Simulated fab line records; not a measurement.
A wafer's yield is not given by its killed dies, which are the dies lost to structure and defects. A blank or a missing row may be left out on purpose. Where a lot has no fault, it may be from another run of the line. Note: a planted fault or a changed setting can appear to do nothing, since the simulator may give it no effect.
Chamber matching | flow nand harc | pecvd-04 running NHARC_A_STAIRCASE_DEP_471: 3 sister chambers
The step deposits SiO2, target thk 100 nm. 6 wafers are shown with their chamber, then 8 later ones without.

## WAFERS WITH THEIR CHAMBER
wafer  | chamber | throttle valve pct (%) | heater power w (W)
L079.5 | 2       | 16.8                   | 492
L079.6 | 0       | 15.7                   | 571
L081.1 | 2       | 17.4                   | 525
L081.3 | 0       | 15.5                   | 563
L081.6 | 1       | 15.7                   | 514
L090.1 | 1       | 15.8                   | 511

## WAFERS WITHOUT THEIR CHAMBER
wafer  | throttle valve pct (%) | heater power w (W)
L090.5 | 16.5                   | 519
L090.6 | 15.9                   | 601
L097.1 | 15.7                   | 537
L097.2 | 15.8                   | 573
L097.3 | 16.8                   | 534
L096.2 | 16.8                   | 527
L096.4 | 16.6                   | 550
L096.5 | 15.7                   | 461

## WHICH CHAMBER EACH ONE RAN IN
wafer  | from the rows above          | in truth
L090.5 | can't be placed: 2 or 1      | 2
L090.6 | 0                            | 0
L097.1 | can't be placed: 1 or 0      | 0
L097.2 | 0                            | 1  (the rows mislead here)
L097.3 | 2                            | 2
L096.2 | 2                            | 2
L096.4 | can't be placed: 2 or 0 or 1 | 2
L096.5 | 1                            | 1
Correctly placed: 4 of 8. Cannot be placed on the basis of these rows: 3; the candidates contain the true chamber in 3. Number placed wrongly: 1.
How it was worked out, from the rows above alone: a wafer's distance from a chamber is the root of the sum, over the readings, of the square of ((its reading less the chamber's mean) divided by the reading's scatter). If the next closest chamber is less than 2 further off than the closest, the wafer can't be placed; otherwise it belongs to the closest. For every chamber, the mean is computed from those of its wafers that are shown. The scatter is the square root of a quotient: the sum, over the shown wafers, of each reading's squared deviation from its chamber's mean, divided by wafers minus chambers.
